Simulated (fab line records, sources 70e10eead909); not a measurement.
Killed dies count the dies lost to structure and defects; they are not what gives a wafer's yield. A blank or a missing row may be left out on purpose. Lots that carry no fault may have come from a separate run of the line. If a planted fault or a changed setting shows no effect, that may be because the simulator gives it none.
Which tool was responsible? :: flow nand harc :: 12 lots (36 wafers sampled), 1 step of a 1159-step route

## WHAT EACH GAUGE READ, for each wafer
NHARC_P_GATE_CD_MEAS_59: target cd 720 nm.
lot: L076
measured: day 5 16:38
on: cd sem-03
cd nm (nm): 716.3 719.8 719.5

lot: L077
measured: day 5 22:44
on: cd sem-03
cd nm (nm): 720.7 718.2 721.3

lot: L079
measured: day 6 13:22
on: cd sem-01
cd nm (nm): 722.2 717.7 717.6

lot: L080
measured: day 6 18:27
on: cd sem-01
cd nm (nm): 721.5 720.5 717.8

lot: L082
measured: day 7 11:17
on: cd sem-01
cd nm (nm): 719.4 720.1 720.3

lot: L084
measured: day 7 20:52
on: cd sem-03
cd nm (nm): 718.7 717.1 715.3

lot: L087
measured: day 8 12:16
on: cd sem-01
cd nm (nm): 722.6 718.1 719.0

lot: L089
measured: day 9 05:26
on: cd sem-01
cd nm (nm): 721.1 723.1 718.8

lot: L091
measured: day 9 14:40
on: cd sem-03
cd nm (nm): 719.6 719.1 723.0

lot: L093
measured: day 10 02:28
on: cd sem-01
cd nm (nm): 719.6 719.8 719.2

lot: L095
measured: day 10 13:43
on: cd sem-01
cd nm (nm): 722.1 721.6 722.1

lot: L097
measured: day 11 09:16
on: cd sem-02
cd nm (nm): 720.2 717.4 719.5

## WHAT TOOL EACH LOT RAN ON (gives the tool, then ch and the chambers of the sampled wafers, and finally the start)
The record holds no process step before these readings.

## THE ANSWER, worked out from the rows above alone
Rule: usual is defined by the lots themselves. Put in order of their means at a reading, lots are off if they are a third of the lots or fewer, leave a main group of 4 or more, and stand apart from it by a gap of 3 or more times the standard deviation of the main group's means; of several such gaps the widest counts. The tables above print the reading to a certain number of digits; a main group whose means all agree to those digits is not used. A lot without any number at a reading at which 4 lots or more have one is off too. The other lots that the step has rows for count as sound.
No lot is off at any reading shown: from this, nothing can be told.

## WHAT THE SIMULATOR HAD PUT IN
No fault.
